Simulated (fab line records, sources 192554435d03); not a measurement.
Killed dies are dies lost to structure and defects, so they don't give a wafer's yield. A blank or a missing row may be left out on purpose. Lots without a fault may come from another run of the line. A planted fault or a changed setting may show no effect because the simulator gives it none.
Chamber matching | flow n5_finfet | N5_BEOL_M2_ETCH_63 on rie_diel-01: 4 sister chambers
The step etches SiARC in CF4, target depth 15.6 nm, time 26 s. 4 wafers are shown with their chamber, then 6 later ones without.

WAFERS WITH THEIR CHAMBER
wafer  | chamber | drypump_motor_current_A (A)
L823.6 | 1       | 5.2
L825.1 | 0       | 6.4
L830.1 | 3       | 5.3
L830.3 | 2       | 5.0

WAFERS WITHOUT THEIR CHAMBER
wafer  | drypump_motor_current_A (A)
L830.6 | 4.9
L833.1 | 5.2
L833.5 | 5.0
L832.2 | 5.2
L832.3 | 5.3
L832.4 | 5.0

WHICH CHAMBER EACH WENT THROUGH
wafer  | from the rows above | in truth
L830.6 | 2                   | 2
L833.1 | 1                   | 1
L833.5 | 2                   | 2
L832.2 | 1                   | 1
L832.3 | 3                   | 3
L832.4 | 2                   | 2
Placed correctly: 6 of 6. Can't be placed from these rows: 0. Placed wrongly: 0.
How it was worked out, from the rows above alone: a wafer's distance from a chamber is the root of the sum, over the readings, of the square of ((its reading less the chamber's mean) divided by the reading's scatter). The wafer belongs to the nearest chamber; if the next one is less than 2 further off, it can't be placed. A chamber's mean is the mean of its shown wafers. The scatter: with one shown wafer a chamber, the root of the mean of the squares of how far each hidden wafer lies from its nearest shown one.
